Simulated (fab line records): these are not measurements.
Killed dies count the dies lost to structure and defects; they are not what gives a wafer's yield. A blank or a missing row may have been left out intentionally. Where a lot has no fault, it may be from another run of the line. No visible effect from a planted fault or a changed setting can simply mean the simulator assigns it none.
fab line records    flow n5Finfet    part 1 of 2: steps 1 to 4 of 6
[record] lots = 23  wafers = 69  lastDay = 19
route steps=1938 shown BEOL_M10@1503 BEOL_M11@1549
lots untouched by any fault: they come from a run of this same line in which no faults occurred
startH: the number of hours between the record's first day and the start of the first shown wafer of the lot    waitH: hours elapsed since this lot's preceding step    " the same as in the row above    L1.1+2: a row that stands for several wafers    - no value present, or no start provided    * or withheld: withheld    < > ~ a bound
route shown NAME@n: NAME is a module with steps in the file, n the number in the route of the first one    usual: mean/standard deviation of fault-free wafers    same: alike in all rows    chamber/n: place in a boat    sites: each site's reading    _std_site: their standard deviation    _edge_site: mean of outer sites minus mean of inner sites    radiusMm: for every site, how far away it sits from the centre of the wafer    mask NAME#n: copy n    behind: the tool/chamber that last shaped the wafer    hold: cause of the lot's hold/its duration in hours/its outcome    device: the n, p or np transistor that did not switch    end of line: at the end of the route, the tests of the same wafers    for a step that has no rows: nothing shown but its recipe    killed: count of dies lost to structure and defects at first sort (not the wafer's yield)    map: the dies of a wafer, with x for killed, . for not killed, _ for no die there
set.NAME: the setting that was run; set.NAME@STEP: the one run at that earlier step    model.NAME: the simulator's own value behind a step, which no gauge read
one table for each step of the route and one row for each wafer, over a sample of lots
services: a tool's chamber out of use, with start hour (startH, from the record's first day; less than 0 if before it), hours out, and reason
[[steps]]
[step N5_BEOL_M10_OVL_MEAS_29]
[recipe] pointsPerWafer = 44
[usual] V9_OVL = -0.2/0.74
lot.wafer  tool        chamber  startH  waitH  V9_OVL[nm]
L075.3     overlay-02  0        234.36  0.0    0.0
L075.4     "           0        "       "      0.2
L075.6     "           0        "       "      -0.1
L078.2     overlay-02  0        284.23  0.0    -1.7
L078.3     "           0        "       "      -0.7
L078.6     "           0        "       "      -1.5
L077.1     overlay-02  0        286.92  0.0    0.4
L077.2     "           0        "       "      0.4
L077.5     "           0        "       "      0.8
L076.1     overlay-01  0        297.24  0.0    0.6
L076.5     "           0        "       "      -0.1
L076.6     "           0        "       "      0.4
L083.1     overlay-02  0        297.34  0.0    0.6
L083.2     "           0        "       "      0.4
L083.5     "           0        "       "      0.6
L080.1     overlay-01  0        302.76  0.0    0.5
L080.3     "           0        "       "      0.0
L080.4     "           0        "       "      0.1
L081.1     overlay-02  0        302.93  0.0    -0.6
L081.2     "           0        "       "      -1.0
L081.4     "           0        "       "      -0.9
L079.1     overlay-02  0        312.75  0.0    -0.9
L079.2     "           0        "       "      -0.2
L079.3     "           0        "       "      0.5
L082.1     overlay-02  0        313.24  0.0    -1.1
L082.2     "           0        "       "      0.0
L082.5     "           0        "       "      -1.0
L084.2     overlay-01  0        324.64  0.0    -0.8
L084.4     "           0        "       "      0.2
L084.6     "           0        "       "      0.7
L086.1     overlay-02  0        330.32  0.0    -1.1
L086.2     "           0        "       "      0.6
L086.4     "           0        "       "      -0.1
L085.3     overlay-01  0        335.44  0.0    -0.9
L085.5     "           0        "       "      -1.3
L085.6     "           0        "       "      -0.9
L088.1     overlay-01  0        338.82  0.0    -1.7
L088.2     "           0        "       "      -0.7
L088.4     "           0        "       "      -1.4
L087.4     overlay-01  0        342.97  0.0    0.6
L087.5     "           0        "       "      0.3
L087.6     "           0        "       "      0.2
L091.1     overlay-02  0        350.74  0.0    -0.3
L091.3     "           0        "       "      -0.9
L091.6     "           0        "       "      -0.5
L089.1     overlay-02  0        365.08  0.0    -0.2
L089.3     "           0        "       "      0.1
L089.5     "           0        "       "      0.4
L093.1     overlay-02  0        368.79  0.0    -0.5
L093.3     "           0        "       "      0.5
L093.5     "           0        "       "      1.3
L090.1     overlay-01  0        373.56  0.0    1.5
L090.2     "           0        "       "      1.4
L090.4     "           0        "       "      0.9
L094.1     overlay-01  0        377.77  0.0    1.2
L094.2     "           0        "       "      0.2
L094.5     "           0        "       "      0.6
L092.3     overlay-01  0        380.20  0.0    -0.8
L092.4     "           0        "       "      0.4
L092.5     "           0        "       "      -0.4
L095.1     overlay-01  0        384.94  0.0    0.3
L095.5     "           0        "       "      0.5
L095.6     "           0        "       "      -1.1
L096.3     overlay-02  0        401.22  0.0    -0.6
L096.5     "           0        "       "      -0.6
L096.6     "           0        "       "      -0.9
L097.1     overlay-01  0        403.90  0.0    0.5
L097.3     "           0        "       "      0.1
L097.5     "           0        "       "      -0.7
[step N5_BEOL_M10_ETCH_65]
[recipe] chemistry = CF4  target = SiARC  targetDepthA = 390  maskMaterial = CAR-ArF  timeS = 65  ionEnergyEv = 80  pressureMtorr = 40  sourceW = 545  biasW = 36  Ar_flow_sccm = 100  cf4FlowSccm = 100  ends = cleared
[usual] drypumpMotorCurrentA = 5.7/0.42  etchRfOnTimeS = 64.5/1.5  oesProductAu = 0.69/0.068  rfVppV = 184.1/1.2  showerheadPlenumPTorr = 2.15/0.059  throttleValvePct = 15.57/0.24
lot.wafer  tool        chamber  startH  waitH  drypumpMotorCurrentA  etchRfOnTimeS  oesProductAu  rfHoursCounterH  rfVppV  showerheadPlenumPTorr  throttleValvePct
L075.3     rieDiel-04  0        234.46  0.0    5.8                   64.4           0.59          230              185.6   2.20                   15.64
L075.4     "           3        "       "      6.0                   67.5           0.75          36               184.6   2.16                   15.51
L075.6     "           1        "       "      5.7                   63.7           0.64          -                183.9   2.12                   15.77
L078.2     rieDiel-03  2        284.32  0.0    5.2                   63.0           0.60          220              183.1   2.04                   16.01
L078.3     "           3        "       "      4.9                   64.7           0.74          46               185.8   2.26                   15.43
L078.6     "           0        "       "      5.0                   62.7           0.70          -                184.7   2.16                   15.58
L077.1     rieDiel-02  0        287.01  0.0    6.3                   62.8           0.69          118              184.3   2.16                   15.91
L077.2     "           3        "       "      5.7                   65.2           0.73          46               183.2   2.09                   15.37
L077.5     "           3        "       "      5.7                   64.7           0.74          -                182.4   2.09                   15.37
L076.1     rieDiel-03  0        297.33  0.0    5.0                   62.1           0.70          82               184.7   2.16                   15.59
L076.5     "           1        "       "      5.8                   66.6           0.80          -                184.4   2.10                   15.09
L076.6     "           2        "       "      5.2                   62.5           0.60          -                184.0   2.04                   15.99
L083.1     rieDiel-02  3        297.66  0.0    5.7                   64.5           0.74          49               183.0   2.09                   15.37
L083.2     "           2        "       "      5.3                   65.0           0.62          163              184.4   2.21                   15.43
L083.5     "           2        "       "      5.3                   64.7           0.62          -                185.2   2.21                   15.42
L080.1     rieDiel-04  1        302.95  0.0    5.7                   62.8           0.63          219              184.5   2.11                   15.80
L080.3     "           3        "       "      6.0                   66.1           0.72          58               185.0   2.16                   15.55
L080.4     "           1        "       "      5.7                   62.7           0.62          -                182.6   2.11                   15.81
L081.1     rieDiel-02  0        303.02  0.0    6.3                   63.3           0.67          124              184.7   2.15                   15.94
L081.2     "           3        "       "      5.7                   64.6           0.74          52               182.5   2.09                   15.38
L081.4     "           1        "       "      5.5                   65.0           0.78          27               183.3   2.10                   15.57
L079.1     rieDiel-02  0        313.21  0.0    6.3                   64.3           0.67          128              184.0   2.15                   15.94
L079.2     "           2        "       "      5.2                   65.3           0.62          169              185.0   2.20                   15.43
L079.3     "           1        "       "      5.5                   65.2           0.77          30               184.3   2.10                   15.59
L082.1     rieDiel-02  3        313.68  0.0    5.7                   64.3           0.73          55               182.4   2.09                   15.37
L082.2     "           2        "       "      5.2                   64.0           0.63          170              184.6   2.20                   15.43
L082.5     "           1        "       "      5.5                   64.4           0.79          -                185.1   2.10                   15.58
L084.2     rieDiel-04  3        324.85  0.0    6.0                   66.7           0.71          67               183.1   2.15                   15.59
L084.4     "           1        "       "      5.7                   62.5           0.62          229              185.5   2.11                   15.83
L084.6     "           1        "       "      5.7                   62.7           0.62          -                185.3   2.11                   15.82
L086.1     rieDiel-04  0        330.41  0.0    5.8                   59.7           0.86          2                183.6   2.19                   15.18
L086.2     "           2        "       "      6.2                   65.3           0.73          53               185.5   2.26                   15.42
L086.4     "           1        "       "      5.7                   62.2           0.62          231              182.5   2.11                   15.84
L085.3     rieDiel-02  1        335.62  0.0    5.4                   65.0           0.76          38               183.6   2.10                   15.60
L085.5     "           0        "       "      6.3                   62.6           0.67          -                182.9   2.15                   15.95
L085.6     "           1        "       "      5.5                   64.4           0.77          -                184.1   2.10                   15.59
L088.1     rieDiel-02  0        338.91  0.0    6.3                   63.4           0.66          137              182.0   2.15                   15.94
L088.2     "           1        "       "      5.4                   64.7           0.76          40               183.3   2.10                   15.61
L088.4     "           2        "       "      5.2                   65.4           0.61          -                185.0   2.20                   15.45
L087.4     rieDiel-02  2        344.79  0.0    5.2                   64.4           0.62          -                185.2   2.20                   15.46
L087.5     "           0        "       "      6.3                   63.3           0.66          -                185.9   2.15                   15.96
L087.6     "           1        "       "      5.5                   64.7           0.76          -                182.2   2.10                   15.62
L091.1     rieDiel-03  2        350.90  0.0    5.2                   64.2           0.58          241              182.4   2.04                   16.03
L091.3     "           1        "       "      5.8                   67.8           0.76          21               182.9   2.09                   15.11
L091.6     "           2        "       "      5.2                   63.8           0.58          -                182.8   2.04                   16.03
L089.1     rieDiel-02  0        365.17  0.0    6.3                   63.7           0.65          152              183.9   2.15                   15.97
L089.3     "           2        "       "      5.2                   65.0           0.61          193              186.5   2.20                   15.48
L089.5     "           0        "       "      6.3                   63.7           0.65          -                182.9   2.15                   16.00
L093.1     rieDiel-04  2        368.88  0.0    6.2                   65.9           0.70          67               186.5   2.25                   15.47
L093.3     "           0        "       "      5.8                   60.7           0.81          17               185.6   2.18                   15.20
L093.5     "           0        "       "      5.8                   60.7           0.81          -                185.4   2.18                   15.19
L090.1     rieDiel-04  1        373.68  0.0    5.7                   63.1           0.61          248              183.8   2.10                   15.86
L090.2     "           0        "       "      5.8                   60.6           0.81          18               184.7   2.18                   15.21
L090.4     "           3        "       "      6.0                   67.3           0.69          85               185.1   2.15                   15.61
L094.1     rieDiel-02  1        378.17  0.0    5.5                   64.7           0.74          59               182.5   2.09                   15.62
L094.2     "           3        "       "      5.7                   64.5           0.71          68               182.6   2.08                   15.41
L094.5     "           2        "       "      5.2                   64.6           0.61          -                186.1   2.19                   15.49
L092.3     rieDiel-02  2        380.30  0.0    5.3                   64.8           0.60          199              185.7   2.19                   15.49
L092.4     "           1        "       "      5.5                   64.8           0.73          60               184.2   2.09                   15.62
L092.5     "           1        "       "      5.4                   64.5           0.73          -                183.7   2.09                   15.65
L095.1     rieDiel-02  2        385.04  0.0    5.2                   64.5           0.60          200              185.4   2.19                   15.48
L095.5     "           3        "       "      5.7                   64.5           0.70          -                183.2   2.08                   15.43
L095.6     "           2        "       "      5.2                   64.7           0.60          -                187.9   2.19                   15.50
L096.3     rieDiel-02  1        401.84  0.0    5.5                   65.5           0.73          68               183.1   2.09                   15.66
L096.5     "           3        "       "      5.7                   64.9           0.70          -                183.0   2.08                   15.44
L096.6     "           2        "       "      5.2                   65.7           0.60          -                184.1   2.19                   15.49
L097.1     rieDiel-03  0        404.19  0.0    5.0                   63.1           0.66          121              186.8   2.14                   15.66
L097.3     "           3        "       "      4.9                   66.3           0.68          88               185.0   2.25                   15.52
L097.5     "           1        "       "      5.8                   68.1           0.73          -                182.3   2.09                   15.18
[step N5_BEOL_M11_CD_MEAS_11]
[recipe] targetCdNm = 64.1  landingEnergyEv = 500  detector = seInlens  polarity = opening
[usual] cdNm = 64.0/0.88
lot.wafer  tool      chamber  startH  waitH  cdNm
L075.3     cdSem-01  0        242.20  -      63.3
L075.4     "         0        "       "      62.9
L075.6     "         0        "       "      63.5
L078.2     cdSem-01  0        294.01  -      64.4
L078.3     "         0        "       "      63.7
L078.6     "         0        "       "      64.0
L077.1     cdSem-02  0        294.87  -      63.3
L077.2     "         0        "       "      63.4
L077.5     "         0        "       "      63.5
L076.1     cdSem-01  0        301.26  -      63.4
L076.5     "         0        "       "      63.5
L076.6     "         0        "       "      63.4
L083.1     cdSem-02  0        303.83  -      63.7
L083.2     "         0        "       "      63.2
L083.5     "         0        "       "      64.1
L080.1     cdSem-03  0        307.83  -      63.7
L080.3     "         0        "       "      63.8
L080.4     "         0        "       "      63.8
L081.1     cdSem-02  0        309.28  -      64.3
L081.2     "         0        "       "      64.9
L081.4     "         0        "       "      65.5
L079.1     cdSem-03  0        318.40  -      64.4
L079.2     "         0        "       "      63.7
L079.3     "         0        "       "      64.2
L082.1     cdSem-01  0        321.72  -      62.5
L082.2     "         0        "       "      62.6
L082.5     "         0        "       "      62.8
L084.2     cdSem-02  0        330.48  -      63.7
L084.4     "         0        "       "      62.6
L084.6     "         0        "       "      63.7
L086.1     cdSem-02  0        336.79  -      63.6
L086.2     "         0        "       "      63.7
L086.4     "         0        "       "      65.3
L085.3     cdSem-01  0        340.81  -      64.4
L085.5     "         0        "       "      65.0
L085.6     "         0        "       "      65.2
L088.1     cdSem-01  0        343.70  -      64.8
L088.2     "         0        "       "      63.9
L088.4     "         0        "       "      65.4
L087.4     cdSem-03  0        351.35  -      64.5
L087.5     "         0        "       "      65.0
L087.6     "         0        "       "      65.6
L091.1     cdSem-03  0        357.72  -      62.8
L091.3     "         0        "       "      62.9
L091.6     "         0        "       "      62.7
L089.1     cdSem-01  0        370.79  -      64.8
L089.3     "         0        "       "      63.9
L089.5     "         0        "       "      64.7
L093.1     cdSem-01  0        374.93  -      62.9
L093.3     "         0        "       "      63.2
L093.5     "         0        "       "      64.1
L090.1     cdSem-01  0        378.99  -      65.9
L090.2     "         0        "       "      64.9
L090.4     "         0        "       "      65.1
L094.1     cdSem-02  0        383.26  -      64.4
L094.2     "         0        "       "      64.1
L094.5     "         0        "       "      65.3
L092.3     cdSem-01  0        385.94  -      65.1
L092.4     "         0        "       "      63.9
L092.5     "         0        "       "      65.7
L095.1     cdSem-02  0        392.46  -      62.7
L095.5     "         0        "       "      63.5
L095.6     "         0        "       "      63.0
L096.3     cdSem-01  0        407.20  -      64.2
L096.5     "         0        "       "      63.6
L096.6     "         0        "       "      63.9
L097.1     cdSem-02  0        410.17  -      64.9
L097.3     "         0        "       "      63.9
L097.5     "         0        "       "      64.6
[step N5_BEOL_M11_HM_OPEN_17]
[recipe] chemistry = Cl2/BCl3  targetDepthA = 200  overetchA = 60  target = TiN  maskMaterial = SOC  ionEnergyEv = 150  pressureMtorr = 10  icpW = 1000  biasW = 126  Cl2_flow_sccm = 53.25  bcl3FlowSccm = 21.75  Ar_flow_sccm = 25
[usual] drypumpMotorCurrentA = 5.6/0.38  mfcCl2Sccm = 53.26/0.14  oesProductAu = 0.71/0.074  throttleValvePct = 22.1/0.38
lot.wafer  tool         chamber  startH  waitH  drypumpMotorCurrentA  mfcCl2Sccm  oesProductAu  rfHoursCounterH  throttleValvePct
L075.3     rieMetal-01  1        242.59  0.1    6.0                   53.21       0.76          -                22.3
L075.4     "            0        "       "      5.6                   53.39       0.69          -                22.1
L075.6     "            1        "       "      6.1                   53.53       0.76          -                22.3
L078.2     rieMetal-01  1        294.37  0.0    6.0                   53.10       0.75          17               22.2
L078.3     "            0        "       "      5.6                   52.99       0.67          -                22.1
L078.6     "            0        "       "      5.6                   53.05       0.68          -                22.1
L077.1     rieMetal-02  0        295.23  0.0    5.8                   53.22       0.80          4                22.3
L077.2     "            1        "       "      4.8                   53.20       0.55          86               22.5
L077.5     "            1        "       "      4.8                   53.34       0.56          -                22.5
L076.1     rieMetal-01  0        301.62  0.0    5.6                   53.55       0.68          26               22.1
L076.5     "            0        "       "      5.5                   53.29       0.68          -                22.1
L076.6     "            1        "       "      6.1                   53.33       0.75          -                22.2
L083.1     rieMetal-02  0        304.19  0.0    5.8                   53.18       0.81          4                22.3
L083.2     "            1        "       "      4.8                   53.06       0.56          87               22.5
L083.5     "            0        "       "      5.8                   53.21       0.81          -                22.3
L080.1     rieMetal-03  1        308.63  0.0    5.7                   53.51       0.74          8                22.3
L080.3     "            1        "       "      5.7                   53.62       0.74          -                22.3
L080.4     "            0        "       "      5.7                   53.16       0.75          -                21.4
L081.1     rieMetal-03  0        309.64  0.0    5.7                   53.24       0.74          10               21.5
L081.2     "            1        "       "      5.7                   53.22       0.74          8                22.3
L081.4     "            1        "       "      5.7                   53.13       0.73          -                22.3
L079.1     rieMetal-01  1        318.76  0.0    6.0                   53.40       0.74          19               22.2
L079.2     "            0        "       "      5.6                   53.18       0.67          28               22.1
L079.3     "            0        "       "      5.6                   53.33       0.67          -                22.1
L082.1     rieMetal-02  0        322.08  0.0    5.8                   53.26       0.80          5                22.3
L082.2     "            1        "       "      4.8                   53.11       0.56          89               22.5
L082.5     "            0        "       "      5.8                   53.08       0.80          -                22.3
L084.2     rieMetal-03  1        330.84  0.0    5.7                   53.34       0.72          10               22.3
L084.4     "            0        "       "      5.8                   53.27       0.73          -                21.5
L084.6     "            0        "       "      5.7                   53.58       0.75          -                21.5
L086.1     rieMetal-03  0        337.20  0.0    5.8                   53.51       0.74          12               21.5
L086.2     "            1        "       "      5.7                   53.13       0.74          11               22.3
L086.4     "            1        "       "      5.7                   53.18       0.74          -                22.3
L085.3     rieMetal-02  1        341.20  0.1    4.8                   53.43       0.56          -                22.5
L085.5     "            0        "       "      5.8                   53.20       0.78          -                22.3
L085.6     "            1        "       "      4.8                   53.31       0.55          -                22.5
L088.1     rieMetal-02  0        344.20  0.0    5.8                   53.07       0.78          7                22.3
L088.2     "            1        "       "      4.8                   53.43       0.56          91               22.5
L088.4     "            1        "       "      4.8                   53.10       0.55          -                22.5
L087.4     rieMetal-03  0        351.73  0.1    5.8                   53.39       0.75          -                21.4
L087.5     "            0        "       "      5.8                   53.36       0.74          -                21.4
L087.6     "            1        "       "      5.7                   53.13       0.73          -                22.3
L091.1     rieMetal-02  1        358.08  0.0    4.8                   53.33       0.55          93               22.5
L091.3     "            1        "       "      4.8                   53.22       0.55          -                22.5
L091.6     "            0        "       "      5.8                   53.43       0.76          -                22.4
L089.1     rieMetal-03  1        371.17  0.0    5.7                   53.39       0.72          14               22.3
L089.3     "            1        "       "      5.7                   53.22       0.72          -                22.3
L089.5     "            1        "       "      5.7                   52.98       0.72          -                22.3
L093.1     rieMetal-02  1        375.29  0.0    4.8                   53.45       0.54          94               22.5
L093.3     "            0        "       "      5.8                   53.40       0.76          -                22.4
L093.5     "            0        "       "      5.8                   53.27       0.74          -                22.4
L090.1     rieMetal-03  1        379.35  0.0    5.7                   53.33       0.71          15               22.3
L090.2     "            0        "       "      5.7                   53.04       0.73          17               21.4
L090.4     "            0        "       "      5.7                   53.26       0.73          -                21.4
L094.1     rieMetal-03  0        383.62  0.0    5.7                   53.49       0.72          18               21.5
L094.2     "            1        "       "      5.7                   53.25       0.70          16               22.3
L094.5     "            1        "       "      5.7                   53.32       0.71          -                22.3
L092.3     rieMetal-01  0        386.46  0.1    5.6                   53.27       0.66          -                22.1
L092.4     "            1        "       "      6.0                   53.34       0.73          -                22.3
L092.5     "            0        "       "      5.6                   53.11       0.66          -                22.1
L095.1     rieMetal-02  0        392.82  0.0    5.8                   53.21       0.76          11               22.3
L095.5     "            1        "       "      4.8                   53.27       0.55          -                22.5
L095.6     "            0        "       "      5.8                   53.09       0.75          -                22.3
L096.3     rieMetal-03  1        408.07  0.1    5.7                   53.27       0.70          -                22.3
L096.5     "            1        "       "      5.7                   53.20       0.71          -                22.4
L096.6     "            0        "       "      5.8                   53.30       0.71          -                21.5
L097.1     rieMetal-03  1        411.37  0.0    5.7                   53.35       0.71          18               22.3
L097.3     "            0        "       "      5.8                   53.39       0.72          -                21.5
L097.5     "            0        "       "      5.7                   53.16       0.72          -                21.5
